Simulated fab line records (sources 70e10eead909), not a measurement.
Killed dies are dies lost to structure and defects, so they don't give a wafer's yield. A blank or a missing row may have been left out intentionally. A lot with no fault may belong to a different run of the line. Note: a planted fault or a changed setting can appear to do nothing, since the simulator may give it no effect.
Which tool was responsible? ; flow nandHarc ; 14 lots, 42 wafers sampled, at 5 steps of a route of 1302

WHAT THE GAUGES SHOWED, per wafer
NHARC_A_M0_CD_MEAS_09 targets a cd of 80 nm.
lot;measured;on;cdNm (nm)
L196;day 22 23:26;cdSem-01;81.2 80.8 81.6
L197;day 23 01:15;cdSem-02;79.3 80.5 80.5
L198;day 23 16:50;cdSem-02;79.4 80.9 80.7
L200;day 23 21:42;cdSem-03;81.3 80.1 80.5
L199;day 23 23:31;cdSem-02;81.0 80.5 78.7
L201;day 24 14:58;cdSem-03;81.6 80.7 81.1
L204;day 25 22:57;cdSem-02;80.6 79.7 80.0
L203;day 25 23:38;cdSem-02;78.5 81.0 78.6
L205;day 26 11:24;cdSem-01;80.0 80.3 78.6
L206;day 26 20:19;cdSem-03;79.9 80.1 81.1
L211;day 28 22:10;cdSem-02;79.2 80.8 80.9
L212;day 29 12:10;cdSem-03;99.6 99.5 100.2
L213;day 29 23:31;cdSem-02;98.9 97.7 99.1
L214;day 30 11:06;cdSem-02;79.5 80.6 79.1

EACH LOT AND THE TOOL THAT RAN IT (in order: tool; ch and the chambers of the sampled wafers; start)
lot;NHARC_A_CONTACT_CMP_20;NHARC_A_BLC_ETCH_16;NHARC_A_BLC_PVD_32;NHARC_A_M0_PEB_07
L196;cmp-01 ch 0,2, day 22 18:37;rieDiel-03 ch 0,1,3, day 22 19:48;pvdSputter-01, day 22 23:21 or earlier;lithoTrack-01 ch 0, day 22 23:21
L197;cmp-03 ch 0,2,3, day 22 20:25;rieDiel-06 ch 0,1,3, day 22 21:30;pvdSputter-02, day 23 01:10 or earlier;lithoTrack-01 ch 0, day 23 01:10
L198;cmp-02 ch 0,2,3, day 23 11:34;rieDiel-03 ch 0,2,3, day 23 12:43;pvdSputter-01, day 23 16:46 or earlier;lithoTrack-06 ch 0, day 23 16:46
L200;cmp-01 ch 0,2,3, day 23 16:45;rieDiel-03 ch 0,2,3, day 23 17:49;pvdSputter-01, day 23 21:37 or earlier;lithoTrack-01 ch 0, day 23 21:37
L199;cmp-03 ch 0,1,3, day 23 18:34;rieDiel-03 ch 0,1,2, day 23 19:35;pvdSputter-01, day 23 23:26 or earlier;lithoTrack-06 ch 0, day 23 23:26
L201;cmp-03 ch 0,2,3, day 24 10:02;rieDiel-03 ch 0,1,2, day 24 11:13;pvdSputter-01, day 24 14:53 or earlier;lithoTrack-04 ch 0, day 24 14:53
L204;cmp-02 ch 0,2,3, day 25 18:03;rieDiel-03 ch 0,1,3, day 25 19:12;pvdSputter-02, day 25 22:52 or earlier;lithoTrack-06 ch 0, day 25 22:52
L203;cmp-02 ch 0,1,3, day 25 18:40;rieDiel-06 ch 1,2,3, day 25 19:53;pvdSputter-03, day 25 23:34 or earlier;lithoTrack-04 ch 0, day 25 23:34
L205;cmp-02 ch 1,2,3, day 26 06:41;rieDiel-03 ch 0,1,3, day 26 07:40;pvdSputter-03, day 26 11:19 or earlier;lithoTrack-04 ch 0, day 26 11:19
L206;cmp-03 ch 1,2, day 26 15:40;rieDiel-06 ch 2,3, day 26 16:41;pvdSputter-02, day 26 20:14 or earlier;lithoTrack-06 ch 0, day 26 20:14
L211;cmp-02 ch 0,1,3, day 28 17:11;rieDiel-03 ch 0,2,3, day 28 18:22;pvdSputter-03, day 28 22:05 or earlier;lithoTrack-06 ch 0, day 28 22:05
L212;cmp-03 ch 0,2,3, day 29 07:07;rieDiel-06 ch 0,1,3, day 29 08:19;pvdSputter-01, day 29 12:05 or earlier;lithoTrack-04 ch 0, day 29 12:05
L213;cmp-02 ch 1,3, day 29 18:35;rieDiel-03 ch 0,1,3, day 29 19:46;pvdSputter-02, day 29 23:26 or earlier;lithoTrack-04 ch 0, day 29 23:26
L214;cmp-01 ch 0,2,3, day 30 06:05;rieDiel-03 ch 1,2,3, day 30 07:14;pvdSputter-01, day 30 11:01 or earlier;lithoTrack-01 ch 0, day 30 11:01
- NHARC_A_CONTACT_CMP_20: polishes, t overpolish 30 s, target thk 300 nm.
- NHARC_A_BLC_ETCH_16: etches the open film in CF4, target depth 39 nm, time 65 s.
- NHARC_A_BLC_PVD_32: deposits Ti, target thk 5 nm, time 17.7 s.
- NHARC_A_M0_PEB_07: peb time 65 s.

WHAT THE TOOLS THEMSELVES READ (means of the sampled wafers that have a number; where no wafer has one, the mark that the record gives instead)
NHARC_A_CONTACT_CMP_20.
lot;tool;motorCurrentA (A);overpolishRunS (s);timeToEndpointS (s)
L196;cmp-01;12.9;29.994;58
L197;cmp-03;11.3;29.997;62
L198;cmp-02;12.1;30.005;59
L200;cmp-01;12.1;29.995;59
L199;cmp-03;11.1;30.002;58
L201;cmp-03;11.2;30.001;60
L204;cmp-02;11.8;30.005;54
L203;cmp-02;12.1;30.001;57
L205;cmp-02;11.9;29.997;58
L206;cmp-03;11.3;30.004;57
L211;cmp-02;12.0;30.000;58
L212;cmp-03;11.4;30.009;63
L213;cmp-02;11.8;29.995;61
L214;cmp-01;11.9;30.005;58

NHARC_A_BLC_ETCH_16.
lot;tool;drypumpMotorCurrentA (A);oesProductAu (a.u.);rfVppV (V);showerheadPlenumPTorr (Torr);throttleValvePct (%)
L196;rieDiel-03;5.4;1.007;152.3;1.80;13.287
L197;rieDiel-06;5.8;1.001;150.6;1.79;13.286
L198;rieDiel-03;5.5;0.990;152.2;1.85;13.295
L200;rieDiel-03;5.5;1.005;152.3;1.85;13.280
L199;rieDiel-03;5.4;0.991;151.9;1.81;13.277
L201;rieDiel-03;5.4;1.004;151.1;1.81;13.291
L204;rieDiel-03;5.4;1.012;151.8;1.79;13.287
L203;rieDiel-06;6.1;0.992;151.5;1.76;13.273
L205;rieDiel-03;5.5;1.009;151.9;1.79;13.276
L206;rieDiel-06;6.4;0.987;150.1;1.70;13.286
L211;rieDiel-03;5.5;0.982;151.4;1.84;13.283
L212;rieDiel-06;5.8;0.993;150.7;1.79;13.285
L213;rieDiel-03;5.4;1.001;151.6;1.79;13.280
L214;rieDiel-03;5.2;0.992;151.8;1.80;13.283

NHARC_A_BLC_PVD_32.
lot;tool;throttleValvePct (%)
L196;pvdSputter-01;30.5
L197;pvdSputter-02;29.7
L198;pvdSputter-01;30.5
L200;pvdSputter-01;31.2
L199;pvdSputter-01;30.1
L201;pvdSputter-01;30.1
L204;pvdSputter-02;30.1
L203;pvdSputter-03;30.2
L205;pvdSputter-03;30.3
L206;pvdSputter-02;30.2
L211;pvdSputter-03;30.1
L212;pvdSputter-01;30.5
L213;pvdSputter-02;30.2
L214;pvdSputter-01;30.7

NHARC_A_M0_PEB_07.
lot;tool;heaterPowerTotalW (W);plateTempC (C)
L196;lithoTrack-01;156.8;100.05
L197;lithoTrack-01;156.8;100.04
L198;lithoTrack-06;156.2;99.84
L200;lithoTrack-01;156.4;100.06
L199;lithoTrack-06;156.4;99.95
L201;lithoTrack-04;156.9;100.04
L204;lithoTrack-06;157.1;100.00
L203;lithoTrack-04;156.6;100.01
L205;lithoTrack-04;156.3;100.01
L206;lithoTrack-06;156.7;100.07
L211;lithoTrack-06;156.4;100.01
L212;lithoTrack-04;168.4;105.57
L213;lithoTrack-04;168.2;105.59
L214;lithoTrack-01;156.4;100.08

THE ANSWER, worked out from the rows above alone
Rule: the lots themselves supply what counts as usual. Put in order of their means at a reading, lots are off if they are a third of the lots or fewer, leave a main group of 4 or more, and stand apart from it by a gap of 3 or more times the standard deviation of the main group's means; of several such gaps the widest counts. A main group whose means are all the same, to the digits that the tables above print for the reading, isn't used. A lot without any number at a reading at which 4 lots or more have one is off too. Where the step has rows for the other lots, those lots are counted as sound. Order of review: gauges by route order, followed by the tools' own readings, for which a lot's mean as printed above is used. At the first step where some lot is off, the reading lying furthest off is the one used; lots without a number count as furthest.
Off: L212, L213, at NHARC_A_M0_CD_MEAS_09 (cdNm). Mean 80.2 nm and standard deviation 0.53 in the main group.
If a tool, at a process step before that reading, ran all the lots that are off and no sound lot after the first of them, it fits. The gauges at NHARC_A_M0_CD_MEAS_09 aren't tried: what is off there is off at NHARC_A_M0_PEB_07 too, on other tools, and a gauge's error can't cause that. With no start given for some of its lots, NHARC_A_BLC_PVD_32 uses the hours and lot order of NHARC_A_M0_PEB_07. One fits: NHARC_A_M0_PEB_07 on lithoTrack-04. A fault onset in the window from L205 (day 26 11:19, its last sound lot) to L212 (day 29 12:05, its first lot off) fits.
The tool's own readings at NHARC_A_M0_PEB_07 bear it out: on the lots that are off they differ by more than 5 times the standard deviation of the sound lots' means. heaterPowerTotalW reads 168.3 W there against 156.6 W on the sound lots; plateTempC reads 105.58 C there against 100.01 C on the sound lots.

WHAT WAS PUT IN BY THE SIMULATOR
Process parameters drifting: lithoTrack-04 at NHARC_A_M0_PEB_07, beginning at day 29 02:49. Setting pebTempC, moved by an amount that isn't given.
Shown lots that were struck: L212, L213. Same finding as the rule above.
